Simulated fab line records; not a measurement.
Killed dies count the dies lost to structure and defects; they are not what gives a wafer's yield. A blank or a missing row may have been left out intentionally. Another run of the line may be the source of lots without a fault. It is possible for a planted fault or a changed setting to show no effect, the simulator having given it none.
fab line records -- flow n5Finfet
record: lots: 10, wafers: 27, lastDay: 18
route steps=1938 shown HKMG_FIN@386 BEOL_M4@1111
lots that met no fault: taken from a fault-free run of the same line
startH: hours from the record's opening day to when the first of the lot's shown wafers began -- waitH: hours elapsed since this lot's preceding step -- " same as the row above -- L1.1+2: several wafers, shown together as one row -- - no value present, or no start provided -- * or withheld: withheld -- < > ~ a bound
route shown NAME@n: NAME is a module with steps in the file, n the number in the route of the first one -- usual: the fault-free wafers' mean and standard deviation -- same: alike in all rows -- chamber/n: place in a boat -- sites: each site's reading -- _std_site: the standard deviation of these -- _edge_site: inner sites' mean taken away from outer sites' mean -- radiusMm: how far each site lies from the wafer's centre -- mask NAME#n: copy n -- behind: the last tool/chamber to shape the wafer -- hold: why the lot went on hold/how many hours it stayed there/how the hold came to an end -- device: which transistor (n, p or np) failed to switch -- end of line: at the end of the route, the tests of the same wafers -- a step without rows: its recipe alone -- killed: dies lost to structure and defects at the first sort, not the wafer's yield -- map: a wafer's dies, marking killed ones x, the rest . and places with no die _
set.NAME: the setting the step ran with; set.NAME@STEP: the setting that earlier step ran with -- model.NAME: the simulator's own value behind a step, which no gauge read
steps of the route over a sample of lots; a table a step, a row a wafer
services: the hour from which a tool's chamber was out of use, counted from the record's first day as startH (under 0 if before that day), plus the number of hours and why
== steps ==
step: N5_HKMG_FIN_HK_ALD_01
recipe: material: HfO2, targetThkA: 16, tempC: withheld, aldPrecursorFamily: HfCl4, aldCoReactant: H2O, pulseTimeS: 3, purgeTimeS: 3, coReactantPurgeTimeS: 2.5, coReactantPulseTimeS: 0.3, aldCycles: 30
usual: precursorPulseHeightRel: 0.998/0.021
same: coReactantPulseTimeS: 0.3, pulseTimeS: 3
lot.wafer,tool,chamber,startH,waitH,precursorPulseHeightRel
L581.2,aldHk-03,2,70.11,0.0,0.990
L581.3,aldHk-03,1,70.11,0.0,1.016
L581.5,aldHk-03,3,70.11,0.0,1.014
L584.3,aldHk-02,2,87.38,0.0,1.028
L584.4,aldHk-02,0,87.38,0.0,1.016
L584.6,aldHk-02,3,87.38,0.0,1.014
L585.1,aldHk-01,0,95.33,0.1,0.985
L585.5,aldHk-01,0,95.33,0.1,1.028
L586.4,aldHk-01,0,100.78,0.0,0.966
L586.5,aldHk-01,3,100.78,0.0,1.015
L586.6,aldHk-01,2,100.78,0.0,1.004
L588.1,aldHk-02,3,111.57,0.0,0.958
L588.2,aldHk-02,2,111.57,0.0,0.980
L588.6,aldHk-02,1,111.57,0.0,1.014
L589.1,aldHk-02,1,122.85,0.0,1.026
L589.4,aldHk-02,0,122.85,0.0,1.011
L589.6,aldHk-02,1,122.85,0.0,0.985
L593.2,aldHk-02,3,144.73,0.0,0.982
L593.3,aldHk-02,1,144.73,0.0,0.987
L593.6,aldHk-02,3,144.73,0.0,1.031
L597.1,aldHk-03,0,166.49,0.0,1.035
L597.4,aldHk-03,3,166.49,0.0,1.001
L597.5,aldHk-03,2,166.49,0.0,0.962
L603.2,aldHk-01,1,202.40,0.0,1.022
L603.3,aldHk-01,0,202.40,0.0,1.002
L604.2,aldHk-01,3,212.20,0.0,1.053
L604.6,aldHk-01,0,212.20,0.0,0.976
step: N5_HKMG_FIN_HK_ANNEAL_02
recipe: tempC: 700, timeS: 30, ambient: N2, idleTempC: 600, rampUpCPerS: 150, rampDownCPerS: 60, coolToC: 600
usual: lampPowerPct: 8.80/0.052, lamp_zone_5_pct: 8.798/0.014, wafer_temp_C_max: 703.0/0.68
lot.wafer,tool,chamber,startH,waitH,lampPowerPct,lamp_zone_5_pct,wafer_temp_C_max
L581.2,rtpAnneal-01,0,70.35,0.2,8.83,8.784,703.4
L581.3,rtpAnneal-01,0,70.35,0.2,8.85,8.820,702.7
L581.5,rtpAnneal-01,0,70.35,0.2,8.74,8.786,704.3
L584.3,rtpAnneal-01,0,87.75,0.3,8.81,8.802,703.2
L584.4,rtpAnneal-01,0,87.75,0.3,8.89,8.817,702.9
L584.6,rtpAnneal-01,0,87.75,0.3,8.75,8.799,703.1
L585.1,rtpAnneal-01,0,95.79,0.3,8.80,8.805,702.4
L585.5,rtpAnneal-01,0,95.79,0.3,8.74,8.811,702.9
L586.4,rtpAnneal-02,0,101.11,0.2,8.72,8.813,703.9
L586.5,rtpAnneal-02,0,101.11,0.2,8.76,8.803,704.1
L586.6,rtpAnneal-02,0,101.11,0.2,8.78,8.808,703.3
L588.1,rtpAnneal-01,0,111.79,0.1,8.76,8.797,702.2
L588.2,rtpAnneal-01,0,111.79,0.1,8.83,8.804,703.6
L588.6,rtpAnneal-01,0,111.79,0.1,8.75,8.801,703.0
L589.1,rtpAnneal-02,0,123.03,0.1,8.84,8.798,703.1
L589.4,rtpAnneal-02,0,123.03,0.1,8.70,8.805,702.7
L589.6,rtpAnneal-02,0,123.03,0.1,8.80,8.792,703.2
L593.2,rtpAnneal-01,0,144.95,0.1,8.79,8.791,702.9
L593.3,rtpAnneal-01,0,144.95,0.1,8.89,8.807,702.4
L593.6,rtpAnneal-01,0,144.95,0.1,8.74,8.793,702.8
L597.1,rtpAnneal-02,0,166.73,0.2,8.78,8.799,702.4
L597.4,rtpAnneal-02,0,166.73,0.2,8.78,8.805,703.4
L597.5,rtpAnneal-02,0,166.73,0.2,8.81,8.810,703.8
L603.2,rtpAnneal-02,0,202.61,0.1,8.81,8.818,702.4
L603.3,rtpAnneal-02,0,202.61,0.1,8.72,8.786,702.9
L604.2,rtpAnneal-02,0,212.60,0.3,8.89,8.802,703.1
L604.6,rtpAnneal-02,0,212.60,0.3,8.76,8.782,704.4
step: N5_HKMG_FIN_ETCH_55
recipe: chemistry: N2/H2, target: SOC, targetDepthA: 2400, tempC: 40, timeS: 300, ionEnergyEv: 200, maskMaterial: SiARC, pressureMtorr: 30, sourceW: 840, biasW: 150, n2FlowSccm: 200, h2FlowSccm: 200
usual: biasW: 150.1/0.48, drypumpMotorCurrentA: 5.7/0.44, oesProductAu: 0.79/0.1, rfVppV: 523/3.1, showerheadPlenumPTorr: 2.53/0.12, throttleValvePct: 17.79/0.18
lot.wafer,tool,chamber,startH,waitH,biasW,drypumpMotorCurrentA,oesProductAu,rfHoursCounterH,rfVppV,showerheadPlenumPTorr,throttleValvePct
L581.2,rieDiel-04,3,71.28,0.0,151.1,5.3,0.75,212,521,2.40,17.81
L581.3,rieDiel-04,1,71.28,0.0,150.3,4.9,0.73,150,520,2.44,17.92
L581.5,rieDiel-04,0,71.28,0.0,149.5,5.5,0.72,-,526,2.62,17.83
L584.3,rieDiel-05,1,88.83,0.0,150.5,6.5,0.67,222,519,2.39,17.87
L584.4,rieDiel-05,3,88.83,0.0,149.5,5.9,0.88,63,529,2.72,17.77
L584.6,rieDiel-05,0,88.83,0.0,150.1,5.8,0.66,-,525,2.49,17.99
L585.1,rieDiel-05,1,96.77,0.0,149.6,6.5,0.65,225,520,2.39,17.87
L585.5,rieDiel-05,2,96.77,0.0,150.3,6.3,0.76,-,521,2.46,17.74
L586.4,rieDiel-03,1,101.97,0.0,149.9,6.0,0.80,107,523,2.42,17.82
L586.5,rieDiel-03,3,101.97,0.0,151.1,5.3,0.74,-,524,2.53,17.89
L586.6,rieDiel-03,2,101.97,0.0,150.7,5.2,0.84,-,521,2.46,17.72
L588.1,rieDiel-03,3,112.73,0.0,150.9,5.4,0.73,184,524,2.53,17.89
L588.2,rieDiel-03,2,112.73,0.0,150.1,5.2,0.83,100,520,2.46,17.74
L588.6,rieDiel-03,2,112.73,0.0,149.7,5.2,0.83,-,522,2.46,17.72
L589.1,rieDiel-03,1,124.38,0.0,164.1,6.0,0.82,113,551,2.42,17.85
L589.4,rieDiel-03,2,124.38,0.0,163.5,5.2,0.84,104,550,2.46,17.74
L589.6,rieDiel-03,3,124.38,0.0,163.4,5.4,0.76,-,553,2.53,17.92
L593.2,rieDiel-03,2,146.00,0.0,163.3,5.2,0.85,112,550,2.45,17.72
L593.3,rieDiel-03,3,146.00,0.0,164.0,5.3,0.75,196,553,2.53,17.95
L593.6,rieDiel-03,0,146.00,0.0,163.7,5.5,0.96,-,558,2.70,17.47
L597.1,rieDiel-05,3,167.68,0.0,149.2,5.9,0.83,95,529,2.70,17.84
L597.4,rieDiel-05,2,167.68,0.0,150.9,6.2,0.74,-,521,2.45,17.80
L597.5,rieDiel-05,3,167.68,0.0,149.5,5.9,0.84,-,525,2.70,17.82
L603.2,rieDiel-04,1,203.52,0.0,150.2,4.9,0.69,197,521,2.42,17.99
L603.3,rieDiel-04,3,203.52,0.0,150.2,5.3,1.01,3,528,2.70,17.47
L604.2,rieDiel-04,3,213.50,0.0,150.2,5.3,0.98,6,530,2.70,17.49
L604.6,rieDiel-04,3,213.50,0.0,150.8,5.3,0.99,-,528,2.70,17.50
step: N5_HKMG_FIN_ETCH_58
recipe: chemistry: N2/H2, target: SOC, targetDepthA: 2158, ionEnergyEv: 50, biasW: 13, timeS: 741, pressureMtorr: 30, sourceW: 875, n2FlowSccm: 200, h2FlowSccm: 200
usual: biasW: 13.00/0.043, drypumpMotorCurrentA: 5.7/0.44, oesProductAu: 0.79/0.1, rfVppV: 99.1/1, showerheadPlenumPTorr: 2.53/0.12, throttleValvePct: 17.75/0.18
lot.wafer,tool,chamber,startH,waitH,biasW,drypumpMotorCurrentA,oesProductAu,rfHoursCounterH,rfVppV,showerheadPlenumPTorr,throttleValvePct
L581.2,rieDiel-04,3,71.49,0.0,13.03,5.3,0.75,212,99.6,2.40,17.73
L581.3,rieDiel-04,1,71.49,0.0,13.02,4.9,0.72,151,97.6,2.44,17.88
L581.5,rieDiel-04,0,71.49,0.0,12.95,5.5,0.71,-,100.7,2.62,17.80
L584.3,rieDiel-05,1,89.04,0.0,12.99,6.5,0.65,222,98.5,2.39,17.82
L584.4,rieDiel-05,3,89.04,0.0,12.95,5.9,0.88,64,98.2,2.72,17.73
L584.6,rieDiel-05,0,89.04,0.0,12.99,5.8,0.66,-,99.7,2.49,17.94
L585.1,rieDiel-05,1,96.98,0.0,12.90,6.5,0.66,225,99.4,2.39,17.83
L585.5,rieDiel-05,2,96.98,0.0,13.03,6.3,0.77,-,99.7,2.46,17.70
L586.4,rieDiel-03,1,102.18,0.0,13.04,6.0,0.80,107,98.1,2.42,17.78
L586.5,rieDiel-03,3,102.18,0.0,12.93,5.4,0.74,-,99.5,2.53,17.85
L586.6,rieDiel-03,2,102.18,0.0,12.92,5.2,0.84,-,98.6,2.46,17.66
L588.1,rieDiel-03,3,112.94,0.0,13.01,5.3,0.74,184,98.5,2.53,17.86
L588.2,rieDiel-03,2,112.94,0.0,12.97,5.1,0.83,100,97.3,2.46,17.67
L588.6,rieDiel-03,2,112.94,0.0,12.91,5.2,0.84,-,97.5,2.46,17.67
L589.1,rieDiel-03,1,124.59,0.0,12.99,6.1,0.79,113,99.2,2.42,17.79
L589.4,rieDiel-03,2,124.59,0.0,12.99,5.2,0.82,104,99.1,2.46,17.68
L589.6,rieDiel-03,3,124.59,0.0,13.04,5.4,0.74,-,99.8,2.53,17.87
L593.2,rieDiel-03,2,146.21,0.0,12.99,5.2,0.82,112,98.0,2.45,17.70
L593.3,rieDiel-03,3,146.21,0.0,12.97,5.4,0.73,196,98.6,2.53,17.88
L593.6,rieDiel-03,0,146.21,0.0,13.02,5.5,0.93,-,98.3,2.70,17.42
L597.1,rieDiel-05,3,167.89,0.0,13.04,6.0,0.84,96,100.8,2.70,17.80
L597.4,rieDiel-05,2,167.89,0.0,13.00,6.3,0.75,-,100.1,2.45,17.74
L597.5,rieDiel-05,3,167.89,0.0,12.96,5.9,0.84,-,99.1,2.70,17.78
L603.2,rieDiel-04,1,203.73,0.0,12.94,4.9,0.68,197,97.6,2.42,17.96
L603.3,rieDiel-04,3,203.73,0.0,13.06,5.3,1.00,3,100.1,2.70,17.45
L604.2,rieDiel-04,3,213.71,0.0,13.04,5.3,1.01,7,98.7,2.70,17.46
L604.6,rieDiel-04,3,213.71,0.0,13.06,5.3,1.00,-,99.8,2.70,17.45
step: N5_BEOL_M4_RC_MEAS_101
usual: DIBL_N: 35.0/2.4, DIBL_P: 35.4/2.8, IOFF_N: 0.14/0.045, IOFF_P: 0.20/0.048, ION_N: 667/19, ION_P: 460/11, SS_N: 71.2/0.71, SS_P: 73.1/0.86, VT_N: 252/4.6, VT_P: -251/3.4
lot.wafer,tool,chamber,startH,waitH,DIBL_N[mV/V],DIBL_P[mV/V],IOFF_N[nA/um],IOFF_P[nA/um],ION_N[uA/um],ION_P[uA/um],SS_N[mV/dec],SS_P[mV/dec],VT_N[mV],VT_P[mV]
L581.2,prober-01,0,172.25,0.2,33.3,34.5,0.13,0.18,651,451,70.5,73.0,249,-251
L581.3,prober-01,0,172.25,0.2,31.0,32.4,0.10,0.16,664,467,70.0,72.4,253,-251
L581.5,prober-01,0,172.25,0.2,35.2,38.2,0.17,0.25,688,481,70.3,73.1,246,-246
L584.3,prober-02,0,182.25,0.3,37.4,38.2,0.21,0.25,689,473,72.0,73.7,246,-248
L584.4,prober-02,0,182.25,0.3,37.7,37.8,0.21,0.24,677,462,71.7,74.5,246,-248
L584.6,prober-02,0,182.25,0.3,38.5,39.6,0.21,0.27,676,464,71.7,74.2,247,-248
L585.1,prober-01,0,185.52,0.0,39.1,41.1,0.22,0.29,697,481,73.0,74.9,247,-246
L585.5,prober-01,0,185.52,0.0,42.2,45.0,0.32,0.39,706,481,72.5,75.2,239,-243
L586.4,prober-02,0,196.19,0.5,34.8,34.9,0.17,0.21,677,460,71.0,72.8,250,-250
L586.5,prober-02,0,196.19,0.5,33.5,33.0,0.13,0.18,674,463,71.2,72.3,253,-250
L586.6,prober-02,0,196.19,0.5,35.7,36.4,0.19,0.23,686,464,71.5,73.9,247,-249
L588.1,prober-02,0,204.79,0.0,35.1,33.5,0.12,0.18,644,447,71.4,72.5,254,-253
L588.2,prober-02,0,204.79,0.0,37.5,37.5,0.18,0.23,682,466,71.3,74.2,248,-246
L588.6,prober-02,0,204.79,0.0,36.2,37.8,0.16,0.27,666,462,71.3,73.7,251,-248
L589.1,prober-02,0,222.13,0.0,35.2,37.0,0.14,0.21,654,456,70.9,72.8,250,-251
L589.4,prober-02,0,222.13,0.0,34.9,35.7,0.14,0.19,679,461,71.3,73.5,250,-250
L589.6,prober-02,0,222.13,0.0,34.1,35.7,0.13,0.19,683,470,71.8,72.8,250,-251
L593.2,prober-02,0,238.89,0.2,34.3,35.8,0.14,0.20,673,469,71.1,73.4,251,-251
L593.3,prober-02,0,238.89,0.2,32.4,33.3,0.12,0.17,661,462,70.8,72.3,253,-253
L593.6,prober-02,0,238.89,0.2,35.7,38.3,0.16,0.24,665,465,71.5,73.6,250,-250
L597.1,prober-02,0,256.60,0.0,34.4,35.0,0.13,0.22,682,480,71.5,72.7,251,-248
L597.4,prober-02,0,256.60,0.0,29.6,28.2,0.07,0.13,629,446,69.8,70.5,260,-255
L597.5,prober-02,0,256.60,0.0,33.6,33.9,0.12,0.20,671,471,70.3,72.4,253,-247
L603.2,prober-02,0,302.41,0.2,33.1,36.2,0.12,0.18,654,457,71.3,72.9,253,-251
L603.3,prober-02,0,302.41,0.2,36.3,39.3,0.19,0.23,702,479,72.0,74.1,243,-248
L604.2,prober-01,0,311.42,0.2,34.6,35.6,0.14,0.20,681,471,70.7,73.5,251,-252
L604.6,prober-01,0,311.42,0.2,33.8,34.3,0.11,0.17,656,450,70.9,73.0,256,-256
== services ==
tool,chamber,startH,hours,kind
rieDiel-03,0,47.43,-,clean
rieDiel-03,0,47.43,-,consumableReplace:focusRing
rieDiel-03,0,47.43,-,consumableReplace:showerhead
rieDiel-03,0,47.43,15.1,scheduledDown
rieDiel-03,0,47.43,15.1,ventCycle
aldHk-01,-,57.74,6.0,pm
rieDiel-04,1,61.88,9.0,repair
rieDiel-03,2,66.09,10.9,repair
rieDiel-04,2,79.40,6.3,repair
aldHk-03,-,88.45,1.0,repair
aldHk-02,-,92.28,2.2,repair
rieDiel-03,1,106.97,6.5,repair
rieDiel-04,1,122.19,9.0,repair
rieDiel-05,0,125.61,4.7,repair
rieDiel-05,0,130.41,-,clean
rieDiel-05,0,130.41,-,consumableReplace:focusRing
rieDiel-05,0,130.41,26.4,scheduledDown
rieDiel-05,0,130.41,26.4,ventCycle
rieDiel-05,1,160.41,-,clean
rieDiel-05,1,160.41,-,consumableReplace:focusRing
rieDiel-05,1,160.41,-,consumableReplace:showerhead
rieDiel-05,1,160.41,34.7,scheduledDown
aldHk-02,-,200.82,4.3,pm
rieDiel-04,2,201.91,1.7,repair
== key ==
firstSign: step: N5_HKMG_FIN_ETCH_55, reading: biasW, direction: up, sigmas: 28, usual: *, struck: *
effect: step: N5_HKMG_FIN_ETCH_55, reading: rfVppV, direction: up, sigmas: 9.4, usual: 523, struck: 553
metAt N5_HKMG_FIN_ETCH_55
struckLots L589,L593
notActingAt N5_HKMG_FIN_HK_ALD_01,N5_HKMG_FIN_HK_ANNEAL_02,N5_HKMG_FIN_ETCH_58
onsetBetween 112.73 124.38
fault: kind: processParameterDrift, tool: rieDiel-03, chamber: -, onsetH: 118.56, steps: N5_HKMG_FIN_ETCH_55, channel: biasW, offset: *, shape: step, endH: 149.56, actsIn: *, stated: *
